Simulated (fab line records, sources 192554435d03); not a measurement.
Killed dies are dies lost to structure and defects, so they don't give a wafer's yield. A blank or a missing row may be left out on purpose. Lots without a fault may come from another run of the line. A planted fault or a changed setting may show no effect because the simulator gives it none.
Which tool did it? | flow n5_finfet | 9 lots, 27 wafers sampled, at 6 steps of a route of 1938

WHAT THE GAUGES READ, wafer by wafer
N5_STI_FIN_REVEAL_THK_MEAS_05.
lot  | measured    | on            | thk_nm (nm)
L770 | day 2 12:32 | film_metro-02 | 132.9 131.3 133.3
L774 | day 3 10:18 | film_metro-01 | 131.1 131.5 132.4
L776 | day 4 02:09 | film_metro-01 | 128.9 130.5 131.1
L781 | day 5 03:15 | film_metro-02 | 132.5 131.1 132.1
L788 | day 6 21:17 | film_metro-02 | 134.3 131.7 132.4
L789 | day 7 03:17 | film_metro-02 | 131.1 132.8 132.0
L790 | day 7 11:46 | film_metro-02 | 131.6 132.3 132.2
L791 | day 7 17:13 | film_metro-01 | 132.6 133.0 131.1
L793 | day 8 07:49 | film_metro-02 | 134.1 133.8 134.5

N5_STI_FIN_REVEAL_FIN_H_MEAS_10.
lot  | measured    | on     | trench_depth_nm (nm)
L770 | day 2 15:44 | ocd-02 | 51.1 52.2 52.1
L774 | day 3 13:29 | ocd-02 | 51.2 51.0 51.2
L776 | day 4 05:20 | ocd-01 | 52.9 52.8 53.2
L781 | day 5 06:41 | ocd-01 | 52.3 51.4 52.0
L788 | day 7 00:41 | ocd-02 | 64.5 65.3 52.0
L789 | day 7 06:39 | ocd-02 | 52.4 51.8 52.5
L790 | day 7 14:58 | ocd-02 | 53.2 66.2 52.6
L791 | day 7 20:25 | ocd-01 | 51.8 52.3 52.4
L793 | day 8 11:20 | ocd-02 | 51.8 52.1 52.3

N5_BEOL_M4_RC_MEAS_101.
lot  | measured     | on        | DIBL_N (mV/V)  | DIBL_P (mV/V)  | IOFF_N (nA/um)    | IOFF_P (nA/um)    | ION_N (uA/um) | ION_P (uA/um) | SS_N (mV/dec)  | SS_P (mV/dec)  | VT_N (mV)         | VT_P (mV)
L770 | day 7 14:26  | prober-02 | 36.5 36.3 37.5 | 36.8 36.4 37.9 | 0.157 0.153 0.178 | 0.199 0.198 0.220 | 672 673 685   | 464 459 469   | 71.7 71.1 71.9 | 72.9 73.6 72.6 | 250.5 251.6 249.3 | -252 -250 -250
L774 | day 9 07:53  | prober-02 | 35.7 37.4 37.0 | 36.0 38.4 37.4 | 0.144 0.182 0.166 | 0.215 0.245 0.222 | 671 678 666   | 463 469 464   | 71.6 70.9 71.0 | 73.4 74.0 73.7 | 251.6 246.6 249.5 | -249 -247 -248
L776 | day 10 00:17 | prober-02 | 35.7 34.8 33.7 | 36.7 35.9 34.1 | 0.176 0.147 0.128 | 0.239 0.219 0.190 | 682 680 681   | 470 474 467   | 71.8 70.9 70.7 | 72.9 74.0 73.0 | 251.2 250.3 250.1 | -250 -252 -250
L781 | day 11 13:34 | prober-01 | 35.5 37.7 35.9 | 35.8 37.8 35.3 | 0.165 0.204 0.152 | 0.222 0.267 0.218 | 687 678 678   | 467 470 469   | 71.0 71.8 71.9 | 73.1 73.8 73.3 | 245.4 246.3 252.4 | -249 -248 -250
L788 | day 12 18:44 | prober-02 | 35.1 34.3 36.0 | 36.5 35.6 37.3 | 0.155 0.141 0.145 | 0.202 0.184 0.219 | 727 736 676   | 474 464 463   | 70.6 71.2 71.8 | 73.0 73.0 73.5 | 248.2 250.0 251.1 | -249 -251 -248
L789 | day 12 20:55 | prober-02 | 35.8 35.6 34.0 | 36.8 36.4 34.9 | 0.170 0.158 0.139 | 0.225 0.217 0.197 | 678 681 679   | 472 469 467   | 71.5 71.2 70.5 | 73.3 73.2 73.4 | 245.8 249.6 247.4 | -248 -248 -249
L790 | day 13 15:44 | prober-02 | 34.4 34.2 35.8 | 35.3 35.6 36.0 | 0.122 0.139 0.135 | 0.160 0.171 0.172 | 668 737 664   | 457 459 452   | 70.6 71.0 71.3 | 72.8 72.8 72.6 | 253.7 247.9 249.5 | -255 -255 -251
L791 | day 13 20:10 | prober-02 | 37.6 37.3 37.2 | 36.5 37.1 36.3 | 0.155 0.156 0.147 | 0.207 0.218 0.203 | 665 680 671   | 457 465 467   | 71.7 71.6 71.3 | 72.6 72.3 73.1 | 250.2 250.3 250.7 | -250 -249 -249
L793 | day 14 10:47 | prober-02 | 35.4 36.9 37.4 | 33.4 35.5 36.0 | 0.128 0.159 0.164 | 0.159 0.188 0.199 | 657 673 674   | 451 459 458   | 70.9 71.7 71.9 | 72.4 72.8 73.6 | 252.2 250.4 249.7 | -254 -251 -252

WHICH TOOL RAN EACH LOT (tool, then ch and the chambers of the sampled wafers, then the start)
lot  | N5_STI_FIN_REVEAL_ETCHBACK_08     | N5_STI_FIN_REVEAL_OXIDATION_31      | N5_STI_FIN_REVEAL_OXIDATION_33
L770 | rie_diel-02 ch 0,1,3, day 2 12:47 | plasma_asher-01 ch 0,1, day 2 15:11 | plasma_asher-01 ch 0,1, day 2 15:32
L774 | rie_diel-02 ch 0,2,3, day 3 10:32 | plasma_asher-02 ch 0,1, day 3 12:56 | plasma_asher-02 ch 0,1, day 3 13:17
L776 | rie_diel-04 ch 0,3, day 4 02:23   | plasma_asher-02 ch 0,1, day 4 04:47 | plasma_asher-01 ch 0,1, day 4 05:08
L781 | rie_diel-04 ch 0,1,2, day 5 03:29 | plasma_asher-01 ch 0,1, day 5 06:07 | plasma_asher-02 ch 0,1, day 5 06:29
L788 | rie_diel-04 ch 1,2, day 6 21:41   | plasma_asher-01 ch 0,1, day 7 00:08 | plasma_asher-02 ch 0,1, day 7 00:29
L789 | rie_diel-01 ch 0,2,3, day 7 03:42 | plasma_asher-02 ch 0, day 7 06:06   | plasma_asher-01 ch 0,1, day 7 06:27
L790 | rie_diel-04 ch 0,1,2, day 7 12:00 | plasma_asher-01 ch 0,1, day 7 14:25 | plasma_asher-01 ch 0,1, day 7 14:46
L791 | rie_diel-02 ch 0,3, day 7 17:28   | plasma_asher-01 ch 0, day 7 19:52   | plasma_asher-02 ch 0, day 7 20:13
L793 | rie_diel-01 ch 1,2, day 8 08:09   | plasma_asher-01 ch 0,1, day 8 10:34 | plasma_asher-01 ch 0,1, day 8 11:09
- N5_STI_FIN_REVEAL_ETCHBACK_08: etches SiO2 in C4F6/O2, target depth 30.5 nm, time 10.167 s.
- N5_STI_FIN_REVEAL_OXIDATION_31: chemistry O2 PLASMA REMOTE, time 20 s.
- N5_STI_FIN_REVEAL_OXIDATION_33: chemistry O2 PLASMA REMOTE, time 20 s.

WHAT THE TOOLS THEMSELVES READ (means of the sampled wafers that have a number; where no wafer has one, the mark that the record gives instead)
N5_STI_FIN_REVEAL_ETCHBACK_08.
lot  | tool        | drypump_motor_current_A (A) | oes_product_au (a.u.) | rf_fwd_power_W (W) | rf_vpp_V (V) | showerhead_plenum_p_Torr (Torr) | throttle_valve_pct (%)
L770 | rie_diel-02 | 5.1                         | 0.80                  | 339.6              | 669          | 2.94                            | 21.30
L774 | rie_diel-02 | 5.4                         | 0.76                  | 341.3              | 671          | 2.92                            | 21.19
L776 | rie_diel-04 | 5.7                         | 0.86                  | 341.2              | 661          | 2.88                            | 21.17
L781 | rie_diel-04 | 5.6                         | 0.87                  | 341.0              | 656          | 2.84                            | 21.14
L788 | rie_diel-04 | 5.4                         | 0.91                  | 341.1              | 653          | 2.82                            | 21.11
L789 | rie_diel-01 | 5.7                         | 0.90                  | 341.0              | 674          | 2.93                            | 20.94
L790 | rie_diel-04 | 5.5                         | 0.84                  | 341.4              | 655          | 2.83                            | 21.18
L791 | rie_diel-02 | 5.5                         | 0.71                  | 341.5              | 668          | 2.93                            | 21.39
L793 | rie_diel-01 | 6.0                         | 0.75                  | 338.0              | 672          | 2.96                            | 21.15

N5_STI_FIN_REVEAL_OXIDATION_31.
lot  | tool            | drypump_motor_current_A (A) | heater_power_w (W) | rf_fwd_power_W (W)
L770 | plasma_asher-01 | 5.9                         | 152                | 1980
L774 | plasma_asher-02 | 6.2                         | 129                | 1980
L776 | plasma_asher-02 | 6.2                         | 129                | 1981
L781 | plasma_asher-01 | 5.8                         | 152                | 1979
L788 | plasma_asher-01 | 5.9                         | 154                | 1989
L789 | plasma_asher-02 | 6.7                         | 128                | 1978
L790 | plasma_asher-01 | 6.2                         | 145                | 1982
L791 | plasma_asher-01 | 6.5                         | 138                | 1980
L793 | plasma_asher-01 | 6.2                         | 145                | 1980

N5_STI_FIN_REVEAL_OXIDATION_33.
lot  | tool            | drypump_motor_current_A (A) | heater_power_w (W) | rf_fwd_power_W (W)
L770 | plasma_asher-01 | 5.9                         | 153                | 1974
L774 | plasma_asher-02 | 6.2                         | 128                | 1985
L776 | plasma_asher-01 | 6.2                         | 143                | 1983
L781 | plasma_asher-02 | 6.2                         | 131                | 1987
L788 | plasma_asher-02 | 6.2                         | 128                | 1979
L789 | plasma_asher-01 | 6.2                         | 146                | 1983
L790 | plasma_asher-01 | 6.2                         | 148                | 1981
L791 | plasma_asher-02 | 6.6                         | 127                | 1980
L793 | plasma_asher-01 | 5.9                         | 152                | 1980

THE ANSWER, worked out from the rows above alone
Rule: what is usual is taken from the lots themselves. Put in order of their means at a reading, lots are off if they are a third of the lots or fewer, leave a main group of 4 or more, and stand apart from it by a gap of 3 or more times the standard deviation of the main group's means; of several such gaps the widest counts. A main group whose means are all the same, to the digits that the tables above print for the reading, isn't used. A lot without any number at a reading at which 4 lots or more have one is off too. The other lots that the step has rows for count as sound. The gauges are gone through in route order, then the tools' own readings, and for those a lot's mean is taken as printed above. The first step at which some lot is off is used, and at that step the reading that is off furthest; a lot without a number counts as furthest.
Off: L788, L790, at N5_STI_FIN_REVEAL_FIN_H_MEAS_10 (trench_depth_nm). The main group: mean 52.0 nm, standard deviation 0.51.
A tool fits if, at a process step before that reading, it ran every lot that is off, and no sound lot after the first of them. The gauges at N5_STI_FIN_REVEAL_FIN_H_MEAS_10 are tried like those tools. One fits: rie_diel-04 at N5_STI_FIN_REVEAL_ETCHBACK_08. Its last sound lot is L781 (day 5 03:29), its first lot that is off L788 (day 6 21:41): a fault that began between those two fits.

WHAT THE SIMULATOR HAD PUT IN
Process parameter drift: rie_diel-04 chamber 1, from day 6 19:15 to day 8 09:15, at N5_STI_FIN_REVEAL_ETCHBACK_08. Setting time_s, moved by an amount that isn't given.
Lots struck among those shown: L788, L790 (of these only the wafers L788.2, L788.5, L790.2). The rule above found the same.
